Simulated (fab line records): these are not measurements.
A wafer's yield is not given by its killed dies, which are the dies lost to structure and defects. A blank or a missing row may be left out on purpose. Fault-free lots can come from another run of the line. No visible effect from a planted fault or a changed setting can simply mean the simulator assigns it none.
Which tool did it? || flow n5Finfet || 72 wafers from 24 lots sampled at 6 of the route's 1938 steps

== WHAT EACH GAUGE READ, for each wafer ==
N5_BEOL_M3_INSPECT_59: inspects for defects (darkfield).
{"lot": "L074", "measured": "day 8 12:46", "on": "defectInspect-02", "rawDefectCount": "61 79 43"}
{"lot": "L075", "measured": "day 8 20:56", "on": "defectInspect-02", "rawDefectCount": "23 64 72"}
{"lot": "L076", "measured": "day 9 01:24", "on": "defectInspect-02", "rawDefectCount": "56 68 48"}
{"lot": "L077", "measured": "day 8 23:40", "on": "defectInspect-01", "rawDefectCount": "95 86 93"}
{"lot": "L078", "measured": "day 9 04:28", "on": "defectInspect-01", "rawDefectCount": "107 71 55"}
{"lot": "L079", "measured": "day 9 08:07", "on": "defectInspect-02", "rawDefectCount": "76 71 126"}
{"lot": "L080", "measured": "day 9 15:23", "on": "defectInspect-02", "rawDefectCount": "70 104 94"}
{"lot": "L081", "measured": "day 10 01:06", "on": "defectInspect-01", "rawDefectCount": "69 75 68"}
{"lot": "L083", "measured": "day 12 02:31", "on": "defectInspect-01", "rawDefectCount": "137 104 102"}
{"lot": "L084", "measured": "day 13 04:00", "on": "defectInspect-02", "rawDefectCount": "66 39 82"}
{"lot": "L085", "measured": "day 13 07:27", "on": "defectInspect-01", "rawDefectCount": "69 41 93"}
{"lot": "L086", "measured": "day 13 20:38", "on": "defectInspect-01", "rawDefectCount": "76 101 71"}
{"lot": "L087", "measured": "day 14 05:47", "on": "defectInspect-01", "rawDefectCount": "67 81 96"}
{"lot": "L088", "measured": "day 14 12:00", "on": "defectInspect-02", "rawDefectCount": "77 88 61"}
{"lot": "L091", "measured": "day 14 18:07", "on": "defectInspect-02", "rawDefectCount": "55 42 51"}
{"lot": "L090", "measured": "day 14 19:54", "on": "defectInspect-01", "rawDefectCount": "65 80 96"}
{"lot": "L092", "measured": "day 14 19:59", "on": "defectInspect-01", "rawDefectCount": "89 29 54"}
{"lot": "L094", "measured": "day 14 22:51", "on": "defectInspect-02", "rawDefectCount": "73 57 40"}
{"lot": "L089", "measured": "day 14 22:58", "on": "defectInspect-02", "rawDefectCount": "78 115 116"}
{"lot": "L093", "measured": "day 15 00:43", "on": "defectInspect-02", "rawDefectCount": "55 56 60"}
{"lot": "L095", "measured": "day 15 04:55", "on": "defectInspect-02", "rawDefectCount": "82 70 38"}
{"lot": "L082", "measured": "day 15 08:43", "on": "defectInspect-01", "rawDefectCount": "47 29 68"}
{"lot": "L096", "measured": "day 15 10:50", "on": "defectInspect-01", "rawDefectCount": "102 87 52"}
{"lot": "L097", "measured": "day 15 13:55", "on": "defectInspect-02", "rawDefectCount": "61 57 39"}

== WHICH TOOL RAN EACH LOT (tool, then ch and the chambers of the sampled wafers, then the start) ==
{"lot": "L074", "N5_BEOL_M3_DEGAS_44": "pvdSputter-02, day 8 07:53", "N5_BEOL_M3_ANNEAL_82": "pvdSputter-02, day 8 10:22", "N5_BEOL_M3_SPUTTER_92": "pvdSputter-02, day 8 11:10", "N5_BEOL_M3_ANNEAL_95": "pvdSputter-02, day 8 11:28", "N5_BEOL_M3_DEP_57": "pecvd-04 ch 0,1,2, day 8 12:40"}
{"lot": "L075", "N5_BEOL_M3_DEGAS_44": "pvdSputter-03, day 8 16:44", "N5_BEOL_M3_ANNEAL_82": "pvdSputter-02, day 8 18:20", "N5_BEOL_M3_SPUTTER_92": "pvdSputter-02, day 8 19:08", "N5_BEOL_M3_ANNEAL_95": "pvdSputter-02, day 8 19:26", "N5_BEOL_M3_DEP_57": "pecvd-02 ch 0,2, day 8 20:50"}
{"lot": "L076", "N5_BEOL_M3_DEGAS_44": "pvdSputter-02, day 8 19:39", "N5_BEOL_M3_ANNEAL_82": "pvdSputter-01, day 8 22:58", "N5_BEOL_M3_SPUTTER_92": "pvdSputter-01, day 8 23:46", "N5_BEOL_M3_ANNEAL_95": "pvdSputter-01, day 9 00:04", "N5_BEOL_M3_DEP_57": "pecvd-01 ch 0,1,2, day 9 01:20"}
{"lot": "L077", "N5_BEOL_M3_DEGAS_44": "pvdSputter-01, day 8 19:43", "N5_BEOL_M3_ANNEAL_82": "pvdSputter-03, day 8 21:16", "N5_BEOL_M3_SPUTTER_92": "pvdSputter-03, day 8 22:04", "N5_BEOL_M3_ANNEAL_95": "pvdSputter-03, day 8 22:22", "N5_BEOL_M3_DEP_57": "pecvd-01 ch 0,1,2, day 8 23:35"}
{"lot": "L078", "N5_BEOL_M3_DEGAS_44": "pvdSputter-02, day 9 00:40", "N5_BEOL_M3_ANNEAL_82": "pvdSputter-01, day 9 01:57", "N5_BEOL_M3_SPUTTER_92": "pvdSputter-01, day 9 02:45", "N5_BEOL_M3_ANNEAL_95": "pvdSputter-01, day 9 03:03", "N5_BEOL_M3_DEP_57": "pecvd-02 ch 0,1,2, day 9 04:23"}
{"lot": "L079", "N5_BEOL_M3_DEGAS_44": "pvdSputter-01, day 9 04:25", "N5_BEOL_M3_ANNEAL_82": "pvdSputter-01, day 9 05:40", "N5_BEOL_M3_SPUTTER_92": "pvdSputter-01, day 9 06:28", "N5_BEOL_M3_ANNEAL_95": "pvdSputter-01, day 9 06:46", "N5_BEOL_M3_DEP_57": "pecvd-02 ch 0,2, day 9 08:01"}
{"lot": "L080", "N5_BEOL_M3_DEGAS_44": "pvdSputter-01, day 9 11:51", "N5_BEOL_M3_ANNEAL_82": "pvdSputter-02, day 9 13:05", "N5_BEOL_M3_SPUTTER_92": "pvdSputter-02, day 9 13:53", "N5_BEOL_M3_ANNEAL_95": "pvdSputter-02, day 9 14:11", "N5_BEOL_M3_DEP_57": "pecvd-04 ch 0,1, day 9 15:18"}
{"lot": "L081", "N5_BEOL_M3_DEGAS_44": "pvdSputter-01, day 9 21:37", "N5_BEOL_M3_ANNEAL_82": "pvdSputter-02, day 9 22:43", "N5_BEOL_M3_SPUTTER_92": "pvdSputter-02, day 9 23:31", "N5_BEOL_M3_ANNEAL_95": "pvdSputter-02, day 9 23:49", "N5_BEOL_M3_DEP_57": "pecvd-04 ch 0,1,2, day 10 01:00"}
{"lot": "L083", "N5_BEOL_M3_DEGAS_44": "pvdSputter-01, day 11 23:05", "N5_BEOL_M3_ANNEAL_82": "pvdSputter-02, day 12 00:11", "N5_BEOL_M3_SPUTTER_92": "pvdSputter-02, day 12 00:59", "N5_BEOL_M3_ANNEAL_95": "pvdSputter-02, day 12 01:17", "N5_BEOL_M3_DEP_57": "pecvd-02 ch 0,2, day 12 02:25"}
{"lot": "L084", "N5_BEOL_M3_DEGAS_44": "pvdSputter-01, day 13 00:29", "N5_BEOL_M3_ANNEAL_82": "pvdSputter-02, day 13 01:40", "N5_BEOL_M3_SPUTTER_92": "pvdSputter-02, day 13 02:28", "N5_BEOL_M3_ANNEAL_95": "pvdSputter-02, day 13 02:46", "N5_BEOL_M3_DEP_57": "pecvd-01 ch 0,1,2, day 13 03:55"}
{"lot": "L085", "N5_BEOL_M3_DEGAS_44": "pvdSputter-02, day 13 03:58", "N5_BEOL_M3_ANNEAL_82": "pvdSputter-02, day 13 05:06", "N5_BEOL_M3_SPUTTER_92": "pvdSputter-02, day 13 05:54", "N5_BEOL_M3_ANNEAL_95": "pvdSputter-02, day 13 06:12", "N5_BEOL_M3_DEP_57": "pecvd-02 ch 1,2, day 13 07:20"}
{"lot": "L086", "N5_BEOL_M3_DEGAS_44": "pvdSputter-02, day 13 15:35", "N5_BEOL_M3_ANNEAL_82": "pvdSputter-01, day 13 18:19", "N5_BEOL_M3_SPUTTER_92": "pvdSputter-01, day 13 19:07", "N5_BEOL_M3_ANNEAL_95": "pvdSputter-01, day 13 19:25", "N5_BEOL_M3_DEP_57": "pecvd-01 ch 0,1, day 13 20:33"}
{"lot": "L087", "N5_BEOL_M3_DEGAS_44": "pvdSputter-02, day 14 02:13", "N5_BEOL_M3_ANNEAL_82": "pvdSputter-01, day 14 03:28", "N5_BEOL_M3_SPUTTER_92": "pvdSputter-01, day 14 04:16", "N5_BEOL_M3_ANNEAL_95": "pvdSputter-01, day 14 04:34", "N5_BEOL_M3_DEP_57": "pecvd-04 ch 0,2, day 14 05:41"}
{"lot": "L088", "N5_BEOL_M3_DEGAS_44": "pvdSputter-01, day 14 06:57", "N5_BEOL_M3_ANNEAL_82": "pvdSputter-01, day 14 09:41", "N5_BEOL_M3_SPUTTER_92": "pvdSputter-01, day 14 10:29", "N5_BEOL_M3_ANNEAL_95": "pvdSputter-01, day 14 10:47", "N5_BEOL_M3_DEP_57": "pecvd-04 ch 1,2, day 14 11:54"}
{"lot": "L091", "N5_BEOL_M3_DEGAS_44": "pvdSputter-01, day 14 14:37", "N5_BEOL_M3_ANNEAL_82": "pvdSputter-02, day 14 15:48", "N5_BEOL_M3_SPUTTER_92": "pvdSputter-02, day 14 16:36", "N5_BEOL_M3_ANNEAL_95": "pvdSputter-02, day 14 16:54", "N5_BEOL_M3_DEP_57": "pecvd-02 ch 0,1,2, day 14 18:01"}
{"lot": "L090", "N5_BEOL_M3_DEGAS_44": "pvdSputter-02, day 14 14:41", "N5_BEOL_M3_ANNEAL_82": "pvdSputter-03, day 14 17:35", "N5_BEOL_M3_SPUTTER_92": "pvdSputter-03, day 14 18:23", "N5_BEOL_M3_ANNEAL_95": "pvdSputter-03, day 14 18:41", "N5_BEOL_M3_DEP_57": "pecvd-04 ch 1,2, day 14 19:48"}
{"lot": "L092", "N5_BEOL_M3_DEGAS_44": "pvdSputter-03, day 14 14:48", "N5_BEOL_M3_ANNEAL_82": "pvdSputter-02, day 14 17:38", "N5_BEOL_M3_SPUTTER_92": "pvdSputter-02, day 14 18:26", "N5_BEOL_M3_ANNEAL_95": "pvdSputter-02, day 14 18:44", "N5_BEOL_M3_DEP_57": "pecvd-01 ch 1,2, day 14 19:52"}
{"lot": "L094", "N5_BEOL_M3_DEGAS_44": "pvdSputter-02, day 14 19:16", "N5_BEOL_M3_ANNEAL_82": "pvdSputter-03, day 14 20:32", "N5_BEOL_M3_SPUTTER_92": "pvdSputter-03, day 14 21:20", "N5_BEOL_M3_ANNEAL_95": "pvdSputter-03, day 14 21:38", "N5_BEOL_M3_DEP_57": "pecvd-04 ch 0,1,2, day 14 22:46"}
{"lot": "L089", "N5_BEOL_M3_DEGAS_44": "pvdSputter-03, day 14 19:18", "N5_BEOL_M3_ANNEAL_82": "pvdSputter-01, day 14 20:34", "N5_BEOL_M3_SPUTTER_92": "pvdSputter-01, day 14 21:22", "N5_BEOL_M3_ANNEAL_95": "pvdSputter-01, day 14 21:40", "N5_BEOL_M3_DEP_57": "pecvd-01 ch 1,2, day 14 22:51"}
{"lot": "L093", "N5_BEOL_M3_DEGAS_44": "pvdSputter-02, day 14 19:30", "N5_BEOL_M3_ANNEAL_82": "pvdSputter-03, day 14 22:23", "N5_BEOL_M3_SPUTTER_92": "pvdSputter-03, day 14 23:11", "N5_BEOL_M3_ANNEAL_95": "pvdSputter-03, day 14 23:29", "N5_BEOL_M3_DEP_57": "pecvd-01 ch 1,2, day 15 00:37"}
{"lot": "L095", "N5_BEOL_M3_DEGAS_44": "pvdSputter-02, day 14 23:29", "N5_BEOL_M3_ANNEAL_82": "pvdSputter-02, day 15 02:03", "N5_BEOL_M3_SPUTTER_92": "pvdSputter-02, day 15 02:49", "N5_BEOL_M3_ANNEAL_95": "pvdSputter-02, day 15 03:09", "N5_BEOL_M3_DEP_57": "pecvd-01 ch 1,2, day 15 04:50"}
{"lot": "L082", "N5_BEOL_M3_DEGAS_44": "pvdSputter-01, day 15 03:10", "N5_BEOL_M3_ANNEAL_82": "pvdSputter-01, day 15 06:19", "N5_BEOL_M3_SPUTTER_92": "pvdSputter-01, day 15 07:07", "N5_BEOL_M3_ANNEAL_95": "pvdSputter-01, day 15 07:25", "N5_BEOL_M3_DEP_57": "pecvd-04 ch 1,2, day 15 08:37"}
{"lot": "L096", "N5_BEOL_M3_DEGAS_44": "pvdSputter-02, day 15 06:58", "N5_BEOL_M3_ANNEAL_82": "pvdSputter-02, day 15 08:31", "N5_BEOL_M3_SPUTTER_92": "pvdSputter-02, day 15 09:19", "N5_BEOL_M3_ANNEAL_95": "pvdSputter-02, day 15 09:37", "N5_BEOL_M3_DEP_57": "pecvd-04 ch 0,1,2, day 15 10:45"}
{"lot": "L097", "N5_BEOL_M3_DEGAS_44": "pvdSputter-02, day 15 10:29", "N5_BEOL_M3_ANNEAL_82": "pvdSputter-03, day 15 11:35", "N5_BEOL_M3_SPUTTER_92": "pvdSputter-03, day 15 12:23", "N5_BEOL_M3_ANNEAL_95": "pvdSputter-03, day 15 12:41", "N5_BEOL_M3_DEP_57": "pecvd-02 ch 0,1, day 15 13:50"}
- N5_BEOL_M3_DEGAS_44: time 60 s.
- N5_BEOL_M3_ANNEAL_82: time 240 s.
- N5_BEOL_M3_SPUTTER_92: material Cu, target thk 4.5 nm, time 8.29 s.
- N5_BEOL_M3_ANNEAL_95: time 240 s.
- N5_BEOL_M3_DEP_57: deposits SiCN from 3MS/NH3, target thk 8 nm, time 14 s.

== WHAT THE TOOLS THEMSELVES READ (means of the sampled wafers that have a number; where no wafer has one, the mark that the record gives instead) ==
N5_BEOL_M3_DEGAS_44.
{"lot": "L074", "tool": "pvdSputter-02", "heaterPowerW (W)": 321}
{"lot": "L075", "tool": "pvdSputter-03", "heaterPowerW (W)": 351}
{"lot": "L076", "tool": "pvdSputter-02", "heaterPowerW (W)": 332}
{"lot": "L077", "tool": "pvdSputter-01", "heaterPowerW (W)": 310}
{"lot": "L078", "tool": "pvdSputter-02", "heaterPowerW (W)": 306}
{"lot": "L079", "tool": "pvdSputter-01", "heaterPowerW (W)": 302}
{"lot": "L080", "tool": "pvdSputter-01", "heaterPowerW (W)": 317}
{"lot": "L081", "tool": "pvdSputter-01", "heaterPowerW (W)": 319}
{"lot": "L083", "tool": "pvdSputter-01", "heaterPowerW (W)": 320}
{"lot": "L084", "tool": "pvdSputter-01", "heaterPowerW (W)": 300}
{"lot": "L085", "tool": "pvdSputter-02", "heaterPowerW (W)": 327}
{"lot": "L086", "tool": "pvdSputter-02", "heaterPowerW (W)": 344}
{"lot": "L087", "tool": "pvdSputter-02", "heaterPowerW (W)": 341}
{"lot": "L088", "tool": "pvdSputter-01", "heaterPowerW (W)": 316}
{"lot": "L091", "tool": "pvdSputter-01", "heaterPowerW (W)": 301}
{"lot": "L090", "tool": "pvdSputter-02", "heaterPowerW (W)": 322}
{"lot": "L092", "tool": "pvdSputter-03", "heaterPowerW (W)": 335}
{"lot": "L094", "tool": "pvdSputter-02", "heaterPowerW (W)": 324}
{"lot": "L089", "tool": "pvdSputter-03", "heaterPowerW (W)": 321}
{"lot": "L093", "tool": "pvdSputter-02", "heaterPowerW (W)": 301}
{"lot": "L095", "tool": "pvdSputter-02", "heaterPowerW (W)": 319}
{"lot": "L082", "tool": "pvdSputter-01", "heaterPowerW (W)": 304}
{"lot": "L096", "tool": "pvdSputter-02", "heaterPowerW (W)": 306}
{"lot": "L097", "tool": "pvdSputter-02", "heaterPowerW (W)": 328}

N5_BEOL_M3_ANNEAL_82.
{"lot": "L074", "tool": "pvdSputter-02", "heaterPowerW (W)": 754, "susceptor_temp_C_max": 400.7}
{"lot": "L075", "tool": "pvdSputter-02", "heaterPowerW (W)": 838, "susceptor_temp_C_max": 401.0}
{"lot": "L076", "tool": "pvdSputter-01", "heaterPowerW (W)": 752, "susceptor_temp_C_max": 401.1}
{"lot": "L077", "tool": "pvdSputter-03", "heaterPowerW (W)": 860, "susceptor_temp_C_max": 400.8}
{"lot": "L078", "tool": "pvdSputter-01", "heaterPowerW (W)": 784, "susceptor_temp_C_max": 401.1}
{"lot": "L079", "tool": "pvdSputter-01", "heaterPowerW (W)": 794, "susceptor_temp_C_max": 401.3}
{"lot": "L080", "tool": "pvdSputter-02", "heaterPowerW (W)": 768, "susceptor_temp_C_max": 400.7}
{"lot": "L081", "tool": "pvdSputter-02", "heaterPowerW (W)": 840, "susceptor_temp_C_max": 401.0}
{"lot": "L083", "tool": "pvdSputter-02", "heaterPowerW (W)": 816, "susceptor_temp_C_max": 401.1}
{"lot": "L084", "tool": "pvdSputter-02", "heaterPowerW (W)": 845, "susceptor_temp_C_max": 401.1}
{"lot": "L085", "tool": "pvdSputter-02", "heaterPowerW (W)": 857, "susceptor_temp_C_max": 401.1}
{"lot": "L086", "tool": "pvdSputter-01", "heaterPowerW (W)": 759, "susceptor_temp_C_max": 401.2}
{"lot": "L087", "tool": "pvdSputter-01", "heaterPowerW (W)": 831, "susceptor_temp_C_max": 401.1}
{"lot": "L088", "tool": "pvdSputter-01", "heaterPowerW (W)": 789, "susceptor_temp_C_max": 401.1}
{"lot": "L091", "tool": "pvdSputter-02", "heaterPowerW (W)": 787, "susceptor_temp_C_max": 401.0}
{"lot": "L090", "tool": "pvdSputter-03", "heaterPowerW (W)": 908, "susceptor_temp_C_max": 401.1}
{"lot": "L092", "tool": "pvdSputter-02", "heaterPowerW (W)": 746, "susceptor_temp_C_max": 400.8}
{"lot": "L094", "tool": "pvdSputter-03", "heaterPowerW (W)": 734, "susceptor_temp_C_max": 401.1}
{"lot": "L089", "tool": "pvdSputter-01", "heaterPowerW (W)": 785, "susceptor_temp_C_max": 401.0}
{"lot": "L093", "tool": "pvdSputter-03", "heaterPowerW (W)": 739, "susceptor_temp_C_max": 401.3}
{"lot": "L095", "tool": "pvdSputter-02", "heaterPowerW (W)": 791, "susceptor_temp_C_max": 401.1}
{"lot": "L082", "tool": "pvdSputter-01", "heaterPowerW (W)": 786, "susceptor_temp_C_max": 401.3}
{"lot": "L096", "tool": "pvdSputter-02", "heaterPowerW (W)": 848, "susceptor_temp_C_max": 400.8}
{"lot": "L097", "tool": "pvdSputter-03", "heaterPowerW (W)": 889, "susceptor_temp_C_max": 400.8}

N5_BEOL_M3_SPUTTER_92.
{"lot": "L074", "tool": "pvdSputter-02", "throttleValvePct (%)": 28.7}
{"lot": "L075", "tool": "pvdSputter-02", "throttleValvePct (%)": 29.9}
{"lot": "L076", "tool": "pvdSputter-01", "throttleValvePct (%)": 29.8}
{"lot": "L077", "tool": "pvdSputter-03", "throttleValvePct (%)": 29.4}
{"lot": "L078", "tool": "pvdSputter-01", "throttleValvePct (%)": 29.4}
{"lot": "L079", "tool": "pvdSputter-01", "throttleValvePct (%)": 29.8}
{"lot": "L080", "tool": "pvdSputter-02", "throttleValvePct (%)": 29.3}
{"lot": "L081", "tool": "pvdSputter-02", "throttleValvePct (%)": 30.0}
{"lot": "L083", "tool": "pvdSputter-02", "throttleValvePct (%)": 29.5}
{"lot": "L084", "tool": "pvdSputter-02", "throttleValvePct (%)": 29.9}
{"lot": "L085", "tool": "pvdSputter-02", "throttleValvePct (%)": 29.9}
{"lot": "L086", "tool": "pvdSputter-01", "throttleValvePct (%)": 30.3}
{"lot": "L087", "tool": "pvdSputter-01", "throttleValvePct (%)": 28.6}
{"lot": "L088", "tool": "pvdSputter-01", "throttleValvePct (%)": 30.0}
{"lot": "L091", "tool": "pvdSputter-02", "throttleValvePct (%)": 29.3}
{"lot": "L090", "tool": "pvdSputter-03", "throttleValvePct (%)": 28.8}
{"lot": "L092", "tool": "pvdSputter-02", "throttleValvePct (%)": 28.6}
{"lot": "L094", "tool": "pvdSputter-03", "throttleValvePct (%)": 28.6}
{"lot": "L089", "tool": "pvdSputter-01", "throttleValvePct (%)": 29.4}
{"lot": "L093", "tool": "pvdSputter-03", "throttleValvePct (%)": 28.5}
{"lot": "L095", "tool": "pvdSputter-02", "throttleValvePct (%)": 29.0}
{"lot": "L082", "tool": "pvdSputter-01", "throttleValvePct (%)": 29.6}
{"lot": "L096", "tool": "pvdSputter-02", "throttleValvePct (%)": 29.8}
{"lot": "L097", "tool": "pvdSputter-03", "throttleValvePct (%)": 29.0}

N5_BEOL_M3_ANNEAL_95.
{"lot": "L074", "tool": "pvdSputter-02", "heaterPowerW (W)": 748, "susceptor_temp_C_max": 400.9}
{"lot": "L075", "tool": "pvdSputter-02", "heaterPowerW (W)": 845, "susceptor_temp_C_max": 401.1}
{"lot": "L076", "tool": "pvdSputter-01", "heaterPowerW (W)": 757, "susceptor_temp_C_max": 400.8}
{"lot": "L077", "tool": "pvdSputter-03", "heaterPowerW (W)": 858, "susceptor_temp_C_max": 400.9}
{"lot": "L078", "tool": "pvdSputter-01", "heaterPowerW (W)": 793, "susceptor_temp_C_max": 400.8}
{"lot": "L079", "tool": "pvdSputter-01", "heaterPowerW (W)": 784, "susceptor_temp_C_max": 401.2}
{"lot": "L080", "tool": "pvdSputter-02", "heaterPowerW (W)": 782, "susceptor_temp_C_max": 400.8}
{"lot": "L081", "tool": "pvdSputter-02", "heaterPowerW (W)": 869, "susceptor_temp_C_max": 401.3}
{"lot": "L083", "tool": "pvdSputter-02", "heaterPowerW (W)": 806, "susceptor_temp_C_max": 400.8}
{"lot": "L084", "tool": "pvdSputter-02", "heaterPowerW (W)": 853, "susceptor_temp_C_max": 401.0}
{"lot": "L085", "tool": "pvdSputter-02", "heaterPowerW (W)": 854, "susceptor_temp_C_max": 401.2}
{"lot": "L086", "tool": "pvdSputter-01", "heaterPowerW (W)": 759, "susceptor_temp_C_max": 401.0}
{"lot": "L087", "tool": "pvdSputter-01", "heaterPowerW (W)": 811, "susceptor_temp_C_max": 400.8}
{"lot": "L088", "tool": "pvdSputter-01", "heaterPowerW (W)": 791, "susceptor_temp_C_max": 401.1}
{"lot": "L091", "tool": "pvdSputter-02", "heaterPowerW (W)": 796, "susceptor_temp_C_max": 401.3}
{"lot": "L090", "tool": "pvdSputter-03", "heaterPowerW (W)": 910, "susceptor_temp_C_max": 400.7}
{"lot": "L092", "tool": "pvdSputter-02", "heaterPowerW (W)": 744, "susceptor_temp_C_max": 400.9}
{"lot": "L094", "tool": "pvdSputter-03", "heaterPowerW (W)": 755, "susceptor_temp_C_max": 401.0}
{"lot": "L089", "tool": "pvdSputter-01", "heaterPowerW (W)": 783, "susceptor_temp_C_max": 401.2}
{"lot": "L093", "tool": "pvdSputter-03", "heaterPowerW (W)": 742, "susceptor_temp_C_max": 401.1}
{"lot": "L095", "tool": "pvdSputter-02", "heaterPowerW (W)": 797, "susceptor_temp_C_max": 401.1}
{"lot": "L082", "tool": "pvdSputter-01", "heaterPowerW (W)": 784, "susceptor_temp_C_max": 401.0}
{"lot": "L096", "tool": "pvdSputter-02", "heaterPowerW (W)": 843, "susceptor_temp_C_max": 401.1}
{"lot": "L097", "tool": "pvdSputter-03", "heaterPowerW (W)": 902, "susceptor_temp_C_max": 400.6}

N5_BEOL_M3_DEP_57.
{"lot": "L074", "tool": "pecvd-04", "showerheadPlenumPTorr (Torr)": 3.658, "showerheadVppV (V)": 851, "throttleValvePct (%)": 9.1}
{"lot": "L075", "tool": "pecvd-02", "showerheadPlenumPTorr (Torr)": 3.668, "showerheadVppV (V)": 903, "throttleValvePct (%)": 9.1}
{"lot": "L076", "tool": "pecvd-01", "showerheadPlenumPTorr (Torr)": 3.672, "showerheadVppV (V)": 860, "throttleValvePct (%)": 8.9}
{"lot": "L077", "tool": "pecvd-01", "showerheadPlenumPTorr (Torr)": 3.661, "showerheadVppV (V)": 862, "throttleValvePct (%)": 9.0}
{"lot": "L078", "tool": "pecvd-02", "showerheadPlenumPTorr (Torr)": 3.659, "showerheadVppV (V)": 895, "throttleValvePct (%)": 8.9}
{"lot": "L079", "tool": "pecvd-02", "showerheadPlenumPTorr (Torr)": 3.660, "showerheadVppV (V)": 910, "throttleValvePct (%)": 9.0}
{"lot": "L080", "tool": "pecvd-04", "showerheadPlenumPTorr (Torr)": 3.663, "showerheadVppV (V)": 850, "throttleValvePct (%)": 9.1}
{"lot": "L081", "tool": "pecvd-04", "showerheadPlenumPTorr (Torr)": 3.658, "showerheadVppV (V)": 851, "throttleValvePct (%)": 9.0}
{"lot": "L083", "tool": "pecvd-02", "showerheadPlenumPTorr (Torr)": 3.664, "showerheadVppV (V)": 906, "throttleValvePct (%)": 9.0}
{"lot": "L084", "tool": "pecvd-01", "showerheadPlenumPTorr (Torr)": 3.662, "showerheadVppV (V)": 862, "throttleValvePct (%)": 9.1}
{"lot": "L085", "tool": "pecvd-02", "showerheadPlenumPTorr (Torr)": 3.656, "showerheadVppV (V)": 866, "throttleValvePct (%)": 8.8}
{"lot": "L086", "tool": "pecvd-01", "showerheadPlenumPTorr (Torr)": 3.666, "showerheadVppV (V)": 883, "throttleValvePct (%)": 9.5}
{"lot": "L087", "tool": "pecvd-04", "showerheadPlenumPTorr (Torr)": 3.646, "showerheadVppV (V)": 868, "throttleValvePct (%)": 9.2}
{"lot": "L088", "tool": "pecvd-04", "showerheadPlenumPTorr (Torr)": 3.664, "showerheadVppV (V)": 850, "throttleValvePct (%)": 8.9}
{"lot": "L091", "tool": "pecvd-02", "showerheadPlenumPTorr (Torr)": 3.662, "showerheadVppV (V)": 874, "throttleValvePct (%)": 9.1}
{"lot": "L090", "tool": "pecvd-04", "showerheadPlenumPTorr (Torr)": 3.658, "showerheadVppV (V)": 860, "throttleValvePct (%)": 9.0}
{"lot": "L092", "tool": "pecvd-01", "showerheadPlenumPTorr (Torr)": 3.671, "showerheadVppV (V)": 839, "throttleValvePct (%)": 8.9}
{"lot": "L094", "tool": "pecvd-04", "showerheadPlenumPTorr (Torr)": 3.663, "showerheadVppV (V)": 851, "throttleValvePct (%)": 9.1}
{"lot": "L089", "tool": "pecvd-01", "showerheadPlenumPTorr (Torr)": 3.671, "showerheadVppV (V)": 832, "throttleValvePct (%)": 8.7}
{"lot": "L093", "tool": "pecvd-01", "showerheadPlenumPTorr (Torr)": 3.677, "showerheadVppV (V)": 841, "throttleValvePct (%)": 8.8}
{"lot": "L095", "tool": "pecvd-01", "showerheadPlenumPTorr (Torr)": 3.678, "showerheadVppV (V)": 839, "throttleValvePct (%)": 8.8}
{"lot": "L082", "tool": "pecvd-04", "showerheadPlenumPTorr (Torr)": 3.661, "showerheadVppV (V)": 848, "throttleValvePct (%)": 9.0}
{"lot": "L096", "tool": "pecvd-04", "showerheadPlenumPTorr (Torr)": 3.659, "showerheadVppV (V)": 857, "throttleValvePct (%)": 9.0}
{"lot": "L097", "tool": "pecvd-02", "showerheadPlenumPTorr (Torr)": 3.664, "showerheadVppV (V)": 877, "throttleValvePct (%)": 9.2}

== THE ANSWER, worked out from the rows above alone ==
Rule: what is usual is taken from the lots themselves. Put in order of their means at a reading, lots are off if they are a third of the lots or fewer, leave a main group of 4 or more, and stand apart from it by a gap of 3 or more times the standard deviation of the main group's means; of several such gaps the widest counts. Not used: any main group whose means are identical at the precision the tables above print for the reading. A lot without any number at a reading at which 4 lots or more have one is off too. The other lots that the step has rows for count as sound. First the gauges in route order, then the tools' own readings, where a lot's mean is used as printed above. At the first step where some lot is off, the reading lying furthest off is the one used; lots without a number count as furthest.
No lot is off at any reading shown: from this, nothing can be told.

== WHAT THE SIMULATOR HAD PUT IN ==
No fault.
